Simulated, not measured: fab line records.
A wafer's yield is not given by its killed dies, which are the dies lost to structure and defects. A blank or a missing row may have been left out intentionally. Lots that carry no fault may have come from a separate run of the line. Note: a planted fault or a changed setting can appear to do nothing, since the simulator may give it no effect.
A lot that was struck, set against a sound lot ; flow n5_finfet ; 36 out of 1938 route steps
Sound: these wafers, L273.2, L273.4, L273.6. Struck: wafer L263.2. (L263.3, L263.6 of the same lot were not struck and are left out.) The cause comes at the end.
For every step that has rows: the tool of each side, followed by ch and its chambers, followed by its first start. Under that, the readings that differ: sound wafers ; struck wafers ; difference of the means ; sigmas: that difference in standard deviations of wafers without a fault.
alike: words and numbers the same on both sides, and readings whose means are apart by under 2 such deviations; not compared: readings that were withheld, readings missing a value for some wafer, numbers with overlapping values and no deviation given by the record, and bounds like >300 which may hide the same value.
Wherever a step has rows on one side only, a row that says differs or no value, or a row with sigmas, the two part there. Numbers that have no deviation but don't overlap get no sigmas and don't part them. A reading missing from all wafers of one side parts the sides only when that side holds two or more wafers.

first, 9 steps without rows for these wafers: N5_BEOL_M5_DESCUM_33 (chemistry O2, time 7 s); N5_BEOL_M5_ETCH_75 (etches underlayer in N2/H2, target depth 6.5 nm, time 5.2 s); N5_BEOL_M5_ETCH_67 (etches SiARC in CF4, target depth 15.6 nm, time 26 s); N5_BEOL_M5_ETCH_68 (etches SOC in N2/H2, target depth 80 nm, overetch 16 nm, time 120 s); N5_BEOL_M5_STRIP_69 (strips in N2/H2); N5_BEOL_M5_STRIP_76 (strips in N2/H2); N5_BEOL_M5_VIA_ETCH_34 (etches SiCOH lowk in C4F6/O2, target depth 88.3 nm, time 39.2 s); N5_BEOL_M5_STRIP_85 (strips in C4F6/O2); N5_BEOL_M5_STRIP_36 (strips in N2/H2).
N5_BEOL_M5_TRENCH_ETCH_37: etches SiCOH lowk in C4F6/O2, target depth 71.652 nm, time 24.7 s.
  sound on rie_diel-05 ch 0,2, day 14 08:09; struck on rie_diel-01 ch 1, day 12 02:01
reading;sound;struck;difference;sigmas
bias_w (W);185.5 185.7 186.0;210.5;+24.8;+44
drypump_motor_current_A (A);5.5 5.6 5.5;6.3;+0.8;+2
rf_vpp_V (V);681 685 680;759;+77;+7
throttle_valve_pct (%);21.19 20.75 21.20;20.57;-0.48;-2
model.BEOL_M5.feature_depth_nm (nm);70.2 72.8 69.8;76.8;+5.9;
model.etch.depth_nm (nm);70.24 72.86 69.86;76.71;+5.72;
  alike: O2_flow_sccm, oes_f_703_au, oes_o_777_au, oes_product_au, rf_fwd_power_W, showerhead_plenum_p_Torr
  not compared: rf_hours_counter_h
then, 2 steps without rows for these wafers: N5_BEOL_M5_ETCH_41 (etches SiCN in CH3F/O2, target depth 31.5 nm, time 56.7 s); N5_BEOL_M5_STRIP_91 (strips in N2/H2, time 10 s).
N5_BEOL_M5_OCD_MEAS_38:
  sound on ocd-02, day 14 08:19; struck on ocd-02, day 12 02:10
reading;sound;struck;difference;sigmas
trench_depth_nm (nm);69.9 72.7 70.0;76.6;+5.7;+4
then, 21 steps without rows for these wafers: N5_BEOL_M5_HM_STRIP_39 (strips TiN in peroxide tin strip, target depth 25 nm, time 158 s); N5_BEOL_M5_SRD_40 (time 30 s); N5_BEOL_M5_PRECLEAN_42 (cleans in residue remover, time 60 s); N5_BEOL_M5_SRD_43 (time 30 s); N5_BEOL_M5_CURE_80 (cures SiCOH lowk, time 120 s); N5_BEOL_M5_DEGAS_44 (time 60 s); N5_BEOL_M5_PRE_CLEAN_45 (time 30 s); N5_BEOL_M5_ALD_86 (deposits TaN, pulse time 2 s, purge time 3 s, co reactant purge time 2 s); N5_BEOL_M5_SURFACE_TREAT_87; N5_BEOL_M5_CVD_47 (deposits Co from CCTBA/H2, target thk 3 nm, time 216 s); N5_BEOL_M5_SPUTTER_48 (material Cu, target thk 15 nm, time 27.62 s); N5_BEOL_M5_ANNEAL_49 (time 1800 s); N5_BEOL_M5_SPUTTER_81 (material Cu, target thk 15 nm, time 27.62 s); N5_BEOL_M5_ANNEAL_82 (time 1800 s); N5_BEOL_M5_SPUTTER_83 (material Cu, target thk 15 nm, time 27.62 s); N5_BEOL_M5_ANNEAL_84 (time 1800 s); N5_BEOL_M5_SPUTTER_88 (material Cu, target thk 15 nm, time 27.62 s); N5_BEOL_M5_ANNEAL_89 (time 1800 s); N5_BEOL_M5_SPUTTER_90 (material Cu, target thk 4.5 nm, time 8.29 s); N5_BEOL_M5_ECD_50 (material Cu, target thk 300 nm); N5_BEOL_M5_ANNEAL_51 (time 90 s).
N5_BEOL_M5_CMP_52: polishes, stops on SiCOH lowk, t overpolish 6.9 s, target thk 62 nm.
  sound on cmp-04 ch 1,2,3, day 14 15:33; struck on cmp-02 ch 0, day 12 10:28
reading;sound;struck;difference;sigmas
model.Cu_of_BEOL_M5_ECD_50.thk_nm (nm);60.4 63.6 60.2;67;+6;
  alike: barrier_field_endpoint_s, clearing_platen_down_force_psi, head_pressure_psi, motor_current_A, overpolish_run_s, time_to_endpoint_s
following that, these wafers have no rows for 1 step: N5_PASSIVATION_PROBE_49.

WHERE THEY PART
Earliest at N5_BEOL_M5_TRENCH_ETCH_37; latest, in this record, at N5_BEOL_M5_OCD_MEAS_38. Later steps at which nothing parts them and some readings are alike: N5_BEOL_M5_CMP_52.

WHY: the cause the simulator had injected
rie_diel-01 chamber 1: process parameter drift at N5_BEOL_M5_TRENCH_ETCH_37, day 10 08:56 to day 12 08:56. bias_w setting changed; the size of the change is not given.
